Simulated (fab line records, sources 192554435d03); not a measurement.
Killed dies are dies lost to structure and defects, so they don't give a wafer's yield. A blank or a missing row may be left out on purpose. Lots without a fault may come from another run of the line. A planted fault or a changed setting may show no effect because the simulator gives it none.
One fault seen from 2 desks | flow n5_finfet | each desk has only its own numbers; what lay behind them comes last

THE TOOL OWNER'S DESK: cvd_co-01
The tool's own readings at N5_BEOL_M10_CVD_75 (deposits Co from CCTBA/H2, target thk 2 nm, time 138.9 s): means of the sampled wafers that have a number, for each lot that ran on this tool. A lot is out of limits, marked OUT, if its mean lies more than 4 standard deviations from the usual mean; the brackets give that distance.
Columns: A = run_length_s at N5_BEOL_M10_CVD_75, usual 162.1 s
lot  | first seen here | A
L238 | day 11 05:40    | 162.4
L250 | day 14 11:25    | 207.2 (+72) OUT
L251 | day 14 16:44    | 184.6 (+36) OUT
L252 | day 14 18:33    | 206.9 (+71) OUT
This desk's finding: out of limits on L250, L251, L252; first on L250, day 14 11:25 (run_length_s at N5_BEOL_M10_CVD_75). In limits: L238.

THE METROLOGY DESK
What the gauges read, lot by lot, whatever tool the lot ran on: means of the sampled wafers that have a number. A lot is out of limits, marked OUT, if its mean lies more than 4 standard deviations from the usual mean; the brackets give that distance.
Columns: A = trench_depth_nm at N5_BEOL_M10_OCD_MEAS_38, usual 149.1 nm; B = cd_nm at N5_BEOL_M10_CD_MEAS_35, usual 70.1 nm
lot  | first seen here | A     | B
L234 | day 10 02:01    | 148.0 | 70.6
L238 | day 11 04:01    | 150.1 | 69.4
L243 | day 12 10:20    | 149.6 | 69.5
L250 | day 14 10:01    | 149.2 | 69.6
L251 | day 14 15:29    | 149.5 | 69.5
L252 | day 14 16:16    | 147.3 | 69.7
L256 | day 15 15:31    | 148.9 | 70.1
This desk's finding: nothing out of limits on any of the 7 lots.

PUT TOGETHER
The tool owner's desk could have raised an alarm at day 14 11:25, on L250, L251, L252.
The metrology desk saw nothing out of limits.
The metrology desk has L250, L251, L252 on record, within its limits.
Of the lots named, all ran N5_BEOL_M10_CVD_75 on cvd_co-01.

WHAT THE SIMULATOR HAD PUT IN
Process parameter drift: cvd_co-01, from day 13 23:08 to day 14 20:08, at N5_BEOL_M10_CVD_75. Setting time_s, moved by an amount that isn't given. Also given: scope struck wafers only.
Lots struck among those shown: L250, L251, L252.
Hours from the fault's start to each desk's first reading out of limits: the tool owner's desk, 12.
